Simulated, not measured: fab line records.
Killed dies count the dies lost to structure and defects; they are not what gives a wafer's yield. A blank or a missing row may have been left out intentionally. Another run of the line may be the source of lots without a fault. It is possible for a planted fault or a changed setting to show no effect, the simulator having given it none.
fab line records    flow n5-finfet
record: lots: 24  wafers: 72  last-day: 17
route steps=1938 shown DUMMY_GATE@235 SD_EPI_N@275 SD_ACTIVATION@330 ILD0@346 SDB@376
lots with no fault: from the same line, run without faults
start-h: start of the lot's first displayed wafer, in hours after the record's first day    wait-h: hours elapsed since this lot's preceding step    " the same as in the row above    L1.1+2: a row that stands for several wafers    - no value present, or no start provided    * or withheld: withheld    < > ~ a bound
route shown NAME@n: NAME is a module with steps in the file, n the number in the route of the first one    usual: average and standard deviation across the fault-free wafers    same: alike in all rows    chamber/n: place in a boat    sites: per-site readings    _std_site: standard deviation across them    _edge_site: outer sites' mean less inner sites'    radius-mm: how far each site lies from the wafer's centre    mask NAME#n: copy n    behind: the most recent tool/chamber to have shaped the wafer    hold: why the lot was held/for how many hours/how that ended    device: which transistor (n, p or np) failed to switch    end of line: at the end of the route, the tests of the same wafers    a step without rows: its recipe alone    killed: at the first sort, the dies lost to defects and structure; wafer yield is something else    map: per-die view of a wafer (x killed, . not killed, _ where there is no die)
set.NAME: the setting the step ran with; set.NAME@STEP: the setting that earlier step ran with    model.NAME: the simulator's own value behind a step, which no gauge read
steps of the route over a sample of lots; a table a step, a row a wafer
services: from which hour (start-h, from the record's first day; less than 0 if before it) a tool's chamber was out of use, for how many hours, and why
== steps ==
step: N5_DUMMY_GATE_ETCH_29
recipe: chemistry: N2/H2  target: underlayer  target-depth-a: 130  ion-energy-ev: 200  pressure-mtorr: 30  source-w: 840  bias-w: 150  n2-flow-sccm: 200  h2-flow-sccm: 200
usual: drypump-motor-current-A: 5.57/0.29  h2-flow-sccm: 199.9/0.54  oes-product-au: 0.76/0.076  rf-vpp-V: 524.6/1.9  showerhead-plenum-p-Torr: 2.56/0.062  throttle-valve-pct: 17.92/0.25
lot.wafer  tool         chamber  start-h  wait-h  drypump-motor-current-A  h2-flow-sccm  oes-product-au  rf-hours-counter-h  rf-vpp-V  showerhead-plenum-p-Torr  throttle-valve-pct
L074.1     rie-diel-02  3        51.89    0.0     5.76                     200.1         0.73            189                 522.6     2.52                      18.16
L074.2     "            2        "        "       5.65                     199.7         0.71            206                 526.9     2.59                      17.64
L074.4     "            1        "        "       5.90                     199.8         0.73            -                   522.5     2.52                      17.63
L075.3     rie-diel-02  2        54.34    0.0     5.67                     199.8         0.71            207                 526.8     2.59                      17.67
L075.4     "            1        "        "       5.88                     199.5         0.73            -                   523.7     2.52                      17.63
L075.6     "            2        "        "       5.65                     199.8         0.71            -                   526.6     2.59                      17.65
L076.2     rie-diel-02  2        60.00    0.0     5.62                     199.6         0.72            209                 525.6     2.59                      17.66
L076.3     "            1        "        "       5.88                     200.5         0.73            175                 522.9     2.52                      17.65
L076.5     "            3        "        "       5.74                     200.7         0.72            -                   525.0     2.52                      18.17
L077.4     rie-diel-02  2        65.02    0.0     5.63                     199.4         0.70            211                 526.4     2.59                      17.65
L077.5     "            2        "        "       5.63                     200.0         0.71            -                   528.2     2.59                      17.65
L077.6     "            3        "        "       5.71                     200.2         0.73            -                   523.2     2.52                      18.18
L078.1     rie-diel-06  2        71.51    0.0     5.02                     200.0         0.93            31                  526.1     2.59                      17.67
L078.2     "            3        "        "       4.90                     199.7         0.73            189                 520.6     2.40                      18.14
L078.6     "            0        "        "       5.33                     200.6         0.80            -                   527.2     2.67                      17.89
L079.2     rie-diel-02  1        77.50    0.0     5.91                     200.1         0.72            181                 524.7     2.52                      17.65
L079.3     "            2        "        "       5.66                     200.3         0.71            214                 527.1     2.59                      17.65
L079.6     "            2        "        "       5.64                     200.4         0.70            -                   525.2     2.59                      17.65
L080.2     rie-diel-01  2        82.00    0.0     5.88                     199.9         0.73            182                 524.1     2.53                      18.31
L080.3     "            1        "        "       5.53                     199.7         0.77            130                 526.4     2.65                      17.89
L080.6     "            0        "        "       5.26                     200.2         0.94            -                   524.9     2.58                      17.86
L081.2     rie-diel-01  2        88.28    0.0     5.87                     200.6         0.74            184                 522.8     2.53                      18.29
L081.5     "            0        "        "       5.27                     200.4         0.93            -                   525.5     2.58                      17.86
L081.6     "            3        "        "       5.21                     199.1         0.71            -                   522.9     2.52                      18.06
L082.1     rie-diel-01  0        93.03    0.0     5.30                     199.9         0.93            10                  524.8     2.58                      17.85
L082.3     "            3        "        "       5.19                     200.9         0.71            198                 525.3     2.52                      18.04
L082.4     "            2        "        "       5.87                     200.5         0.72            185                 524.1     2.53                      18.29
L083.1     rie-diel-06  0        109.15   0.0     5.33                     200.1         0.78            138                 526.4     2.67                      17.91
L083.2     "            3        "        "       4.91                     199.2         0.72            200                 519.5     2.40                      18.18
L083.4     "            2        "        "       5.02                     200.2         0.92            41                  525.3     2.58                      17.69
L084.2     rie-diel-01  2        111.97   0.0     5.85                     198.9         0.73            189                 525.6     2.53                      18.32
L084.3     "            1        "        "       5.53                     200.4         0.77            136                 527.3     2.65                      17.91
L084.6     "            0        "        "       5.28                     199.0         0.91            -                   526.3     2.58                      17.86
L087.3     rie-diel-02  1        130.46   0.0     5.92                     199.7         0.72            196                 523.1     2.51                      17.66
L087.5     "            3        "        "       5.80                     199.4         0.71            -                   523.2     2.51                      18.21
L087.6     "            2        "        "       5.65                     200.0         0.69            -                   525.5     2.58                      17.66
L085.1     rie-diel-01  3        131.11   0.0     5.20                     200.2         0.70            211                 523.6     2.52                      18.08
L085.3     "            2        "        "       5.84                     199.6         0.73            196                 522.5     2.52                      18.36
L085.4     "            0        "        "       5.28                     199.6         0.91            19                  524.2     2.58                      17.87
L086.2     rie-diel-02  3        136.98   0.0     5.76                     200.6         0.72            216                 523.1     2.51                      18.22
L086.4     "            1        "        "       5.90                     199.6         0.71            199                 523.5     2.51                      17.69
L086.6     "            3        "        "       5.73                     200.0         0.71            -                   523.1     2.51                      18.21
L088.1     rie-diel-01  2        143.15   0.0     5.87                     201.4         0.73            200                 523.4     2.52                      18.34
L088.5     "            1        "        "       5.51                     200.3         0.76            -                   526.0     2.64                      17.92
L088.6     "            2        "        "       5.88                     201.4         0.73            -                   523.7     2.52                      18.35
L089.3     rie-diel-01  0        147.04   0.0     5.28                     199.4         0.90            25                  524.3     2.57                      17.88
L089.4     "            1        "        "       5.53                     201.0         0.76            150                 527.1     2.64                      17.94
L089.6     "            1        "        "       5.52                     200.0         0.75            -                   526.2     2.64                      17.93
L091.1     rie-diel-02  3        151.46   0.0     5.74                     199.8         0.71            221                 521.7     2.51                      18.22
L091.2     "            2        "        "       5.64                     199.4         0.70            237                 524.4     2.58                      17.70
L091.6     "            1        "        "       5.89                     199.0         0.71            -                   521.7     2.51                      17.70
L090.2     rie-diel-06  2        151.54   0.0     5.05                     200.8         0.89            53                  526.3     2.58                      17.71
L090.4     "            3        "        "       4.93                     199.4         0.71            213                 520.2     2.39                      18.20
L090.5     "            1        "        "       5.94                     199.5         0.71            -                   524.9     2.63                      18.26
L092.1     rie-diel-02  0        159.18   0.0     5.82                     200.1         0.88            33                  525.3     2.56                      17.47
L092.4     "            2        "        "       5.64                     199.5         0.69            240                 525.6     2.58                      17.71
L092.6     "            3        "        "       5.71                     200.6         0.70            -                   523.3     2.51                      18.22
L093.1     rie-diel-02  1        160.54   0.0     5.87                     200.1         0.71            206                 523.7     2.51                      17.71
L093.3     "            2        "        "       5.64                     199.8         0.70            240                 525.8     2.58                      17.71
L093.4     "            0        "        "       5.83                     199.3         0.87            34                  525.8     2.56                      17.49
L094.2     rie-diel-02  1        167.01   0.0     5.87                     198.7         0.70            208                 523.9     2.51                      17.72
L094.3     "            2        "        "       5.61                     200.5         0.69            242                 525.6     2.58                      17.69
L094.5     "            0        "        "       5.87                     199.9         0.87            -                   524.7     2.56                      17.47
L095.4     rie-diel-01  0        171.91   0.0     5.28                     199.9         0.88            33                  523.8     2.57                      17.90
L095.5     "            1        "        "       5.51                     199.8         0.74            -                   527.6     2.64                      17.93
L095.6     "            2        "        "       5.87                     200.5         0.72            -                   523.4     2.52                      18.36
L096.4     rie-diel-01  2        177.18   0.0     5.86                     200.2         0.72            210                 523.3     2.52                      18.37
L096.5     "            0        "        "       5.29                     200.1         0.88            -                   525.3     2.57                      17.90
L096.6     "            3        "        "       5.20                     199.9         0.69            -                   524.2     2.51                      18.10
L097.1     rie-diel-06  3        186.12   0.0     4.90                     199.8         0.71            223                 519.9     2.39                      18.21
L097.4     "            0        "        "       5.32                     199.5         0.77            160                 526.3     2.66                      17.96
L097.5     "            3        "        "       4.91                     200.1         0.71            -                   518.7     2.39                      18.23
step: N5_DUMMY_GATE_INSPECT_27
recipe: inspect-instrument: brightfield  mode: aei
usual: raw-defect-count: 310/79
lot.wafer  tool               chamber  start-h  wait-h  raw-defect-count
L074.1     defect-inspect-02  -        52.99    0.0     304
L074.2     "                  -        "        "       513
L074.4     "                  -        "        "       396
L075.3     defect-inspect-02  -        55.42    0.0     328
L075.4     "                  -        "        "       403
L075.6     "                  -        "        "       376
L076.2     defect-inspect-02  -        61.10    0.0     190
L076.3     "                  -        "        "       297
L076.5     "                  -        "        "       315
L077.4     defect-inspect-02  -        66.11    0.0     365
L077.5     "                  -        "        "       338
L077.6     "                  -        "        "       374
L078.1     defect-inspect-02  -        72.72    0.0     267
L078.2     "                  -        "        "       268
L078.6     "                  -        "        "       208
L079.2     defect-inspect-02  -        78.61    0.0     219
L079.3     "                  -        "        "       329
L079.6     "                  -        "        "       219
L080.2     defect-inspect-01  -        83.09    0.0     474
L080.3     "                  -        "        "       254
L080.6     "                  -        "        "       411
L081.2     defect-inspect-02  -        89.37    0.0     379
L081.5     "                  -        "        "       320
L081.6     "                  -        "        "       418
L082.1     defect-inspect-01  -        95.19    0.0     383
L082.3     "                  -        "        "       279
L082.4     "                  -        "        "       387
L083.1     defect-inspect-02  -        110.29   0.0     358
L083.2     "                  -        "        "       471
L083.4     "                  -        "        "       291
L084.2     defect-inspect-02  -        113.06   0.0     296
L084.3     "                  -        "        "       308
L084.6     "                  -        "        "       324
L087.3     defect-inspect-01  -        131.75   0.0     402
L087.5     "                  -        "        "       281
L087.6     "                  -        "        "       307
L085.1     defect-inspect-01  -        132.34   0.0     454
L085.3     "                  -        "        "       368
L085.4     "                  -        "        "       381
L086.2     defect-inspect-02  -        138.07   0.0     244
L086.4     "                  -        "        "       181
L086.6     "                  -        "        "       216
L088.1     defect-inspect-02  -        144.30   0.0     391
L088.5     "                  -        "        "       342
L088.6     "                  -        "        "       279
L089.3     defect-inspect-02  -        148.28   0.0     265
L089.4     "                  -        "        "       217
L089.6     "                  -        "        "       230
L091.1     defect-inspect-02  -        152.82   0.0     251
L091.2     "                  -        "        "       323
L091.6     "                  -        "        "       286
L090.2     defect-inspect-02  -        152.97   0.0     308
L090.4     "                  -        "        "       330
L090.5     "                  -        "        "       329
L092.1     defect-inspect-01  -        160.26   0.0     273
L092.4     "                  -        "        "       249
L092.6     "                  -        "        "       202
L093.1     defect-inspect-02  -        161.74   0.0     351
L093.3     "                  -        "        "       331
L093.4     "                  -        "        "       278
L094.2     defect-inspect-02  -        168.11   0.0     244
L094.3     "                  -        "        "       260
L094.5     "                  -        "        "       172
L095.4     defect-inspect-01  -        173.01   0.0     245
L095.5     "                  -        "        "       248
L095.6     "                  -        "        "       276
L096.4     defect-inspect-01  -        178.66   0.0     425
L096.5     "                  -        "        "       248
L096.6     "                  -        "        "       285
L097.1     defect-inspect-02  -        187.28   0.0     297
L097.4     "                  -        "        "       335
L097.5     "                  -        "        "       297
step: N5_SD_EPI_N_ETCH_35
recipe: chemistry: N2/H2  target: SOC  overetch-a: 1080  mask-material: SiARC  temp-c: 40  ion-energy-ev: 100  source-w: 3000  bias-w: 133  pressure-mtorr: 20  time-s: 486  n2-flow-sccm: 200  h2-flow-sccm: 200
usual: drypump-motor-current-A: 5.6/0.41  h2-flow-sccm: 200.0/0.64  oes-product-au: 0.70/0.083  rf-vpp-V: 240.9/1.1  showerhead-plenum-p-Torr: 2.55/0.058  throttle-valve-pct: 24.0/0.34
lot.wafer  tool         chamber  start-h  wait-h  drypump-motor-current-A  h2-flow-sccm  oes-product-au  rf-hours-counter-h  rf-vpp-V  showerhead-plenum-p-Torr  throttle-valve-pct
L074.1     rie-diel-05  3        54.24    0.0     5.8                      199.5         0.67            136                 240.5     2.53                      23.9
L074.2     "            1        "        "       5.3                      200.1         0.62            230                 241.8     2.64                      24.5
L074.4     "            0        "        "       6.0                      200.0         0.67            143                 239.0     2.44                      23.7
L075.3     rie-diel-03  2        56.74    0.0     5.3                      199.5         0.66            186                 240.4     2.62                      23.8
L075.4     "            3        "        "       5.5                      201.2         0.61            235                 242.1     2.62                      24.5
L075.6     "            2        "        "       5.3                      200.6         0.65            -                   242.0     2.62                      23.8
L076.2     rie-diel-04  2        62.16    0.0     5.5                      200.5         0.62            246                 240.1     2.51                      24.4
L076.3     "            3        "        "       6.3                      199.7         0.66            194                 243.4     2.64                      24.2
L076.5     "            0        "        "       4.8                      200.2         0.81            -                   241.9     2.55                      23.2
L077.4     rie-diel-04  1        67.47    0.0     5.3                      199.8         0.85            2                   240.7     2.53                      24.2
L077.5     "            1        "        "       5.3                      200.2         0.85            -                   239.2     2.53                      24.2
L077.6     "            2        "        "       5.5                      201.5         0.61            -                   238.8     2.51                      24.4
L078.1     rie-diel-04  1        73.97    0.0     5.3                      199.7         0.85            4                   240.5     2.53                      24.2
L078.2     "            2        "        "       5.5                      200.8         0.61            249                 242.1     2.51                      24.4
L078.6     "            1        "        "       5.3                      200.4         0.85            -                   242.1     2.53                      24.2
L079.2     rie-diel-03  0        79.85    0.0     5.8                      200.0         0.62            213                 239.4     2.52                      23.8
L079.3     "            3        "        "       5.5                      199.3         0.61            242                 243.0     2.62                      24.5
L079.6     "            0        "        "       5.8                      199.5         0.63            -                   238.4     2.52                      23.8
L080.2     rie-diel-05  1        84.15    0.0     5.3                      198.8         0.61            241                 240.8     2.63                      24.5
L080.3     "            3        "        "       5.8                      199.7         0.66            148                 240.1     2.53                      23.9
L080.6     "            2        "        "       5.3                      200.6         0.71            -                   242.1     2.59                      24.2
L081.2     rie-diel-05  0        93.95    0.0     6.0                      200.6         0.67            154                 239.0     2.43                      23.7
L081.5     "            0        "        "       6.0                      201.2         0.66            -                   239.7     2.43                      23.7
L081.6     "            1        "        "       5.2                      200.0         0.61            -                   241.1     2.63                      24.5
L082.1     rie-diel-05  1        101.90   0.0     5.3                      199.5         0.61            245                 241.6     2.63                      24.5
L082.3     "            2        "        "       5.3                      199.1         0.72            89                  240.6     2.58                      24.2
L082.4     "            0        "        "       6.0                      200.3         0.66            156                 239.5     2.43                      23.7
L083.1     rie-diel-05  3        111.43   0.0     5.8                      199.3         0.66            156                 240.9     2.52                      23.9
L083.2     "            2        "        "       5.3                      199.7         0.71            92                  241.5     2.58                      24.2
L083.4     "            1        "        "       5.3                      198.7         0.61            249                 242.5     2.63                      24.5
L084.2     rie-diel-04  1        115.23   0.0     5.3                      199.7         0.80            20                  239.6     2.52                      24.3
L084.3     "            2        "        "       5.5                      199.4         0.85            6                   239.1     2.51                      24.1
L084.6     "            2        "        "       5.5                      200.0         0.85            -                   240.2     2.51                      24.1
L087.3     rie-diel-03  1        133.32   0.0     6.3                      200.8         0.77            61                  240.5     2.58                      23.9
L087.5     "            1        "        "       6.3                      200.2         0.76            -                   240.5     2.58                      23.9
L087.6     "            0        "        "       5.8                      200.0         0.62            -                   241.5     2.51                      23.8
L085.1     rie-diel-04  3        134.51   0.0     6.3                      200.1         0.64            221                 241.2     2.62                      24.2
L085.3     "            0        "        "       4.8                      199.3         0.76            57                  240.1     2.54                      23.3
L085.4     "            2        "        "       5.5                      200.4         0.83            14                  240.2     2.50                      24.1
L086.2     rie-diel-05  2        139.12   0.0     5.3                      200.1         0.70            105                 241.0     2.58                      24.2
L086.4     "            0        "        "       6.0                      199.5         0.65            170                 240.0     2.43                      23.7
L086.6     "            2        "        "       5.3                      200.6         0.70            -                   240.7     2.58                      24.2
L088.1     rie-diel-04  2        145.48   0.0     5.5                      198.7         0.82            18                  238.7     2.50                      24.1
L088.5     "            0        "        "       4.8                      199.4         0.76            -                   239.9     2.54                      23.2
L088.6     "            3        "        "       6.3                      199.5         0.64            -                   240.9     2.62                      24.2
L089.3     rie-diel-03  0        149.51   0.0     5.8                      199.7         0.60            239                 240.6     2.51                      23.8
L089.4     "            2        "        "       5.4                      199.6         0.62            222                 241.2     2.61                      23.8
L089.6     "            3        "        "       5.5                      200.5         0.83            -                   241.9     2.61                      24.2
L091.1     rie-diel-05  3        154.03   0.0     5.8                      199.1         0.65            173                 240.9     2.52                      23.9
L091.2     "            2        "        "       5.3                      200.4         0.69            109                 242.3     2.58                      24.2
L091.6     "            3        "        "       5.8                      199.6         0.64            -                   241.3     2.52                      23.9
L090.2     rie-diel-03  3        154.22   0.0     5.5                      199.3         0.82            13                  240.7     2.61                      24.2
L090.4     "            2        "        "       5.3                      200.1         0.63            224                 240.4     2.61                      23.8
L090.5     "            0        "        "       5.8                      199.3         0.61            -                   238.9     2.50                      23.8
L092.1     rie-diel-03  2        161.54   0.0     5.4                      201.7         0.63            226                 242.7     2.60                      23.8
L092.4     "            0        "        "       5.8                      199.3         0.61            242                 242.3     2.50                      23.8
L092.6     "            3        "        "       5.5                      199.9         0.81            -                   242.4     2.60                      24.2
L093.1     rie-diel-04  0        162.92   0.0     4.8                      199.8         0.75            67                  241.6     2.54                      23.3
L093.3     "            1        "        "       5.3                      201.0         0.78            37                  239.6     2.51                      24.3
L093.4     "            2        "        "       5.5                      199.3         0.81            24                  239.7     2.50                      24.1
L094.2     rie-diel-03  1        169.29   0.0     6.3                      200.7         0.74            74                  240.7     2.57                      23.9
L094.3     "            3        "        "       5.5                      199.3         0.81            19                  241.5     2.60                      24.2
L094.5     "            3        "        "       5.5                      199.3         0.81            -                   240.9     2.60                      24.2
L095.4     rie-diel-03  2        174.06   0.0     5.4                      201.4         0.62            230                 243.1     2.60                      23.8
L095.5     "            2        "        "       5.4                      200.0         0.62            -                   243.3     2.60                      23.8
L095.6     "            3        "        "       5.5                      201.1         0.81            -                   241.1     2.60                      24.2
L096.4     rie-diel-05  3        179.85   0.0     5.9                      200.1         0.64            181                 240.0     2.51                      23.9
L096.5     "            1        "        "       5.3                      199.7         0.82            -                   241.7     2.62                      24.5
L096.6     "            0        "        "       6.0                      199.2         0.64            -                   238.8     2.42                      23.7
L097.1     rie-diel-04  1        189.94   0.0     5.3                      200.6         0.76            50                  240.2     2.51                      24.3
L097.4     "            0        "        "       4.8                      199.1         0.74            79                  241.8     2.53                      23.3
L097.5     "            1        "        "       5.3                      201.5         0.76            -                   239.8     2.51                      24.3
step: N5_SD_ACTIVATION_RTA_00
recipe: temp-c: 975  time-s: 0  ambient: N2  idle-temp-c: 600  ramp-up-c-per-s: 150  ramp-down-c-per-s: 60  cool-to-c: 600
usual: lamp-power-pct: 8.95/0.055  wafer_temp_C_max: 975.0/2
lot.wafer  tool           chamber  start-h  wait-h  lamp-power-pct  wafer_temp_C_max
L075.3     rtp-anneal-02  0        65.68    0.3     8.92            975.3
L075.4     "              0        "        "       8.99            971.1
L075.6     "              0        "        "       8.87            977.6
L074.1     rtp-anneal-01  0        66.67    0.0     8.96            973.9
L074.2     "              0        "        "       8.94            976.5
L074.4     "              0        "        "       8.95            973.3
L076.2     rtp-anneal-01  0        70.76    0.1     9.01            976.9
L076.3     "              0        "        "       8.94            975.4
L076.5     "              0        "        "       8.91            974.7
L077.4     rtp-anneal-01  0        82.49    0.2     8.94            974.7
L077.5     "              0        "        "       8.94            975.1
L077.6     "              0        "        "       8.93            973.6
L078.1     rtp-anneal-01  0        82.82    0.0     9.00            975.5
L078.2     "              0        "        "       9.01            975.5
L078.6     "              0        "        "       8.93            975.4
L079.2     rtp-anneal-02  0        88.07    0.1     9.00            977.5
L079.3     "              0        "        "       8.88            978.1
L079.6     "              0        "        "       9.00            970.6
L080.2     rtp-anneal-02  0        93.59    0.1     8.95            976.0
L080.3     "              0        "        "       8.92            974.0
L080.6     "              0        "        "       8.98            974.9
L081.2     rtp-anneal-01  0        106.79   0.3     8.97            973.9
L081.5     "              0        "        "       8.95            975.0
L081.6     "              0        "        "       9.01            975.9
L082.1     rtp-anneal-02  0        110.29   0.0     9.10            976.0
L082.3     "              0        "        "       8.96            975.9
L082.4     "              0        "        "       8.89            971.6
L083.1     rtp-anneal-01  0        120.58   0.0     8.90            972.9
L083.2     "              0        "        "       8.98            978.7
L083.4     "              0        "        "       8.92            973.3
L084.2     rtp-anneal-01  0        125.00   0.1     9.07            974.3
L084.3     "              0        "        "       8.94            975.8
L084.6     "              0        "        "       8.88            976.9
L087.3     rtp-anneal-01  0        141.65   0.1     9.09            979.0
L087.5     "              0        "        "       8.89            973.9
L087.6     "              0        "        "       9.03            973.5
L085.1     rtp-anneal-01  0        144.01   0.1     8.94            974.6
L085.3     "              0        "        "       8.99            976.8
L085.4     "              0        "        "       8.96            977.0
L086.2     rtp-anneal-01  0        147.28   0.1     8.93            974.7
L086.4     "              0        "        "       8.99            972.6
L086.6     "              0        "        "       8.84            972.8
L088.1     rtp-anneal-01  0        154.39   0.0     8.95            973.7
L088.5     "              0        "        "       9.01            981.4
L088.6     "              0        "        "       9.00            975.3
L089.3     rtp-anneal-02  0        159.08   0.1     8.84            976.4
L089.4     "              0        "        "       9.04            975.6
L089.6     "              0        "        "       8.94            979.6
L091.1     rtp-anneal-01  0        163.15   0.0     8.94            974.9
L091.2     "              0        "        "       8.91            975.3
L091.6     "              0        "        "       8.94            973.7
L090.2     rtp-anneal-01  0        163.63   0.2     8.99            973.0
L090.4     "              0        "        "       8.96            973.9
L090.5     "              0        "        "       8.89            974.3
L092.1     rtp-anneal-01  0        170.66   0.0     8.97            976.1
L092.4     "              0        "        "       8.99            972.2
L092.6     "              0        "        "       8.92            974.7
L093.1     rtp-anneal-01  0        172.62   0.0     8.96            976.0
L093.3     "              0        "        "       8.94            971.2
L093.4     "              0        "        "       8.86            975.9
L094.2     rtp-anneal-01  0        179.04   0.1     8.96            971.6
L094.3     "              0        "        "       8.98            974.4
L094.5     "              0        "        "       8.89            975.8
L095.4     rtp-anneal-02  0        183.43   0.1     9.04            977.7
L095.5     "              0        "        "       8.92            974.9
L095.6     "              0        "        "       9.04            977.7
L096.4     rtp-anneal-01  0        188.45   0.2     9.00            972.0
L096.5     "              0        "        "       8.96            971.0
L096.6     "              0        "        "       8.91            975.9
L097.1     rtp-anneal-01  0        200.02   0.0     8.92            970.7
L097.4     "              0        "        "       9.04            976.3
L097.5     "              0        "        "       8.82            975.4
step: N5_ILD0_INSPECT_06
recipe: inspect-instrument: darkfield  mode: post-cmp
usual: raw-defect-count: 38/16
lot.wafer  tool               chamber  start-h  wait-h  raw-defect-count
L075.3     defect-inspect-01  -        72.85    0.0     55
L075.4     "                  -        "        "       79
L075.6     "                  -        "        "       82
L074.1     defect-inspect-01  -        74.26    0.0     15
L074.2     "                  -        "        "       29
L074.4     "                  -        "        "       14
L076.2     defect-inspect-02  -        79.26    0.0     53
L076.3     "                  -        "        "       43
L076.5     "                  -        "        "       46
L077.4     defect-inspect-01  -        89.47    0.0     22
L077.5     "                  -        "        "       17
L077.6     "                  -        "        "       26
L078.1     defect-inspect-02  -        91.73    0.0     47
L078.2     "                  -        "        "       31
L078.6     "                  -        "        "       17
L079.2     defect-inspect-02  -        97.94    0.0     36
L079.3     "                  -        "        "       30
L079.6     "                  -        "        "       22
L080.2     defect-inspect-02  -        102.46   0.0     32
L080.3     "                  -        "        "       32
L080.6     "                  -        "        "       50
L081.2     defect-inspect-02  -        115.02   0.0     41
L081.5     "                  -        "        "       55
L081.6     "                  -        "        "       31
L082.1     defect-inspect-02  -        119.23   0.0     33
L082.3     "                  -        "        "       47
L082.4     "                  -        "        "       24
L083.1     defect-inspect-01  -        128.02   0.0     38
L083.2     "                  -        "        "       43
L083.4     "                  -        "        "       15
L084.2     defect-inspect-01  -        131.95   0.0     43
L084.3     "                  -        "        "       45
L084.6     "                  -        "        "       71
L087.3     defect-inspect-01  -        148.58   0.0     40
L087.5     "                  -        "        "       34
L087.6     "                  -        "        "       37
L085.1     defect-inspect-02  -        151.16   0.0     28
L085.3     "                  -        "        "       26
L085.4     "                  -        "        "       31
L086.2     defect-inspect-01  -        154.55   0.0     13
L086.4     "                  -        "        "       34
L086.6     "                  -        "        "       21
L088.1     defect-inspect-02  -        162.46   0.0     27
L088.5     "                  -        "        "       14
L088.6     "                  -        "        "       44
L089.3     defect-inspect-02  -        166.02   0.0     36
L089.4     "                  -        "        "       47
L089.6     "                  -        "        "       62
L091.1     defect-inspect-01  -        172.06   0.0     33
L091.2     "                  -        "        "       24
L091.6     "                  -        "        "       53
L090.2     defect-inspect-01  -        172.26   0.0     47
L090.4     "                  -        "        "       42
L090.5     "                  -        "        "       46
L092.1     defect-inspect-02  -        177.88   0.0     43
L092.4     "                  -        "        "       39
L092.6     "                  -        "        "       59
L093.1     defect-inspect-02  -        179.61   0.0     57
L093.3     "                  -        "        "       73
L093.4     "                  -        "        "       45
L094.2     defect-inspect-02  -        187.67   0.0     16
L094.3     "                  -        "        "       22
L094.5     "                  -        "        "       9
L095.4     defect-inspect-02  -        190.73   0.0     46
L095.5     "                  -        "        "       48
L095.6     "                  -        "        "       44
L096.4     defect-inspect-02  -        196.15   0.0     24
L096.5     "                  -        "        "       28
L096.6     "                  -        "        "       36
L097.1     defect-inspect-02  -        207.83   0.0     34
L097.4     "                  -        "        "       31
L097.5     "                  -        "        "       66
step: N5_SDB_INSPECT_36
recipe: inspect-instrument: darkfield  mode: post-cmp
usual: raw-defect-count: 38/14
lot.wafer  tool               chamber  start-h  wait-h  raw-defect-count
L075.3     defect-inspect-01  -        77.29    0.0     35
L075.4     "                  -        "        "       30
L075.6     "                  -        "        "       59
L074.1     defect-inspect-01  -        78.69    0.0     18
L074.2     "                  -        "        "       36
L074.4     "                  -        "        "       51
L076.2     defect-inspect-01  -        84.06    0.0     20
L076.3     "                  -        "        "       23
L076.5     "                  -        "        "       20
L077.4     defect-inspect-01  -        96.77    0.0     47
L077.5     "                  -        "        "       35
L077.6     "                  -        "        "       36
L078.1     defect-inspect-02  -        100.93   0.0     44
L078.2     "                  -        "        "       43
L078.6     "                  -        "        "       52
L079.2     defect-inspect-02  -        104.74   0.0     26
L079.3     "                  -        "        "       36
L079.6     "                  -        "        "       30
L080.2     defect-inspect-01  -        107.75   0.0     42
L080.3     "                  -        "        "       46
L080.6     "                  -        "        "       40
L081.2     defect-inspect-01  -        119.46   0.0     35
L081.5     "                  -        "        "       38
L081.6     "                  -        "        "       45
L082.1     defect-inspect-01  -        123.72   0.0     44
L082.3     "                  -        "        "       18
L082.4     "                  -        "        "       30
L083.1     defect-inspect-01  -        132.49   0.0     68
L083.2     "                  -        "        "       40
L083.4     "                  -        "        "       46
L084.2     defect-inspect-02  -        136.53   0.0     28
L084.3     "                  -        "        "       70
L084.6     "                  -        "        "       47
L087.3     defect-inspect-02  -        152.88   0.0     28
L087.5     "                  -        "        "       21
L087.6     "                  -        "        "       31
L085.1     defect-inspect-01  -        155.92   0.0     32
L085.3     "                  -        "        "       42
L085.4     "                  -        "        "       43
L086.2     defect-inspect-01  -        158.95   0.0     21
L086.4     "                  -        "        "       26
L086.6     "                  -        "        "       25
L088.1     defect-inspect-01  -        168.16   0.0     49
L088.5     "                  -        "        "       31
L088.6     "                  -        "        "       43
L089.3     defect-inspect-01  -        170.56   0.0     56
L089.4     "                  -        "        "       27
L089.6     "                  -        "        "       62
L091.1     defect-inspect-02  -        176.84   0.0     32
L091.2     "                  -        "        "       27
L091.6     "                  -        "        "       26
L090.2     defect-inspect-02  -        176.95   0.0     38
L090.4     "                  -        "        "       22
L090.5     "                  -        "        "       68
L092.1     defect-inspect-02  -        182.50   0.0     23
L092.4     "                  -        "        "       21
L092.6     "                  -        "        "       26
L093.1     defect-inspect-02  -        184.05   0.0     48
L093.3     "                  -        "        "       20
L093.4     "                  -        "        "       29
L094.2     defect-inspect-01  -        193.60   0.0     40
L094.3     "                  -        "        "       67
L094.5     "                  -        "        "       27
L095.4     defect-inspect-02  -        195.06   0.0     54
L095.5     "                  -        "        "       58
L095.6     "                  -        "        "       45
L096.4     defect-inspect-02  -        202.50   0.0     18
L096.5     "                  -        "        "       20
L096.6     "                  -        "        "       21
L097.1     defect-inspect-01  -        212.65   0.0     56
L097.4     "                  -        "        "       50
L097.5     "                  -        "        "       48
== services ==
tool           chamber  start-h  hours  kind
rie-diel-01    -        30.20    1.6    repair
rie-diel-06    0        30.96    1.5    repair
rie-diel-01    0        37.47    -      clean
rie-diel-01    0        37.47    -      consumable-replace:focus-ring
rie-diel-01    0        37.47    20.3   scheduled-down
rie-diel-01    0        37.47    20.3   vent-cycle
rie-diel-02    2        37.70    1.8    repair
rtp-anneal-02  -        45.04    0.5    pm
rie-diel-04    1        46.17    -      clean
rie-diel-04    1        46.17    -      consumable-replace:focus-ring
rie-diel-04    1        46.17    16.0   scheduled-down
rie-diel-02    0        51.40    10.9   repair
rie-diel-05    0        63.64    5.0    repair
rie-diel-01    -        94.56    2.8    pm
rie-diel-01    0        114.37   7.6    repair
rie-diel-06    1        127.09   2.5    repair
rie-diel-06    2        139.56   7.7    repair
rtp-anneal-02  -        141.32   4.7    pm
rie-diel-01    3        142.69   2.2    repair
rie-diel-04    3        149.33   7.2    repair
rie-diel-04    2        169.75   12.7   repair
rie-diel-02    1        178.83   7.1    repair
rie-diel-02    2        196.07   -      clean
rie-diel-02    2        196.07   -      consumable-replace:focus-ring
== key ==
fault none
